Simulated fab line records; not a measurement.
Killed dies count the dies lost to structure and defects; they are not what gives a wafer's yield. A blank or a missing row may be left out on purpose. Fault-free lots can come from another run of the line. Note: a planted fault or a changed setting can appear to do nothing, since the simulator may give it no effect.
Which tool was responsible?    flow nand harc    at 1 step of a route of 1302, 24 lots with 72 wafers sampled

WHAT THE GAUGES SHOWED, per wafer
NHARC_P_STI_OCD_MEAS_17. Usual: trench depth nm 301 nm, standard deviation 5.6; trench foot cd nm 157 nm, standard deviation 3.9.
lot   measured      on      trench depth nm (nm)  trench foot cd nm (nm)  flag
L074  day 2 21:27   ocd-01  301 298 308           156 153 151             
L075  day 3 07:47   ocd-01  297 295 298           161 156 160             
L076  day 3 17:42   ocd-02  299 307 304           156 157 155             
L077  day 4 03:53   ocd-02  311 305 299           149 154 154             
L078  day 4 13:36   ocd-02  298 301 307           158 158 160             
L079  day 4 21:29   ocd-02  302 294 311           154 159 154             
L080  day 5 09:35   ocd-01  309 304 310           154 152 154             
L081  day 5 18:08   ocd-02  299 304 303           159 158 154             
L082  day 6 05:13   ocd-01  291 302 305           162 158 157             
L083  day 6 18:17   ocd-02  291 292 302           152 154 151             
L084  day 7 03:02   ocd-02  290 295 290           153 156 154             
L085  day 7 09:33   ocd-02  301 295 302           163 161 160             
L086  day 7 19:36   ocd-01  301 307 298           159 160 158             
L087  day 8 06:05   ocd-02  303 299 302           156 154 153             
L088  day 8 15:28   ocd-01  299 299 296           156 154 159             
L089  day 9 01:09   ocd-02  298 297 311           157 158 154             
L090  day 9 13:00   ocd-01  300 290 302           158 154 152             
L091  day 9 21:02   ocd-01  295 299 295           163 164 165             
L092  day 10 08:38  ocd-01  304 308 303           158 154 155             
L093  day 10 19:00  ocd-01  302 304 298           161 157 162             
L094  day 11 04:05  ocd-01  294 293 293           164 164 165             
L095  day 11 14:14  ocd-02  305 295 308           153 160 155             
L096  day 12 02:20  ocd-01  295 297 305           154 156 160             
L097  day 12 10:58  ocd-02  297 295 304           162 156 161             

WHAT TOOL EACH LOT RAN ON (gives the tool, then ch and the chambers of the sampled wafers, and finally the start)
Record: no process step prior to these readings.

WHAT THE TOOLS THEMSELVES READ (means of the sampled wafers that have a number; where no wafer has one, the mark that the record gives instead)
The record holds no such reading with a usual standard deviation.

THE ANSWER, worked out from the rows above alone
Rule: take the mean of a lot's wafers that have a number; if it is more than 3 standard deviations from the usual mean, the lot is off. A lot without any number at a reading at which 4 lots or more have one is off too. All remaining lots with rows at the step are treated as sound. First the gauges in route order, then the tools' own readings, where a lot's mean is used as printed above. The first step at which some lot is off is used, and at that step the reading that is off furthest; a lot without a number counts as furthest.
No lot is off on any of the readings shown, so nothing can be concluded from this.

WHAT THE SIMULATOR HAD INSERTED
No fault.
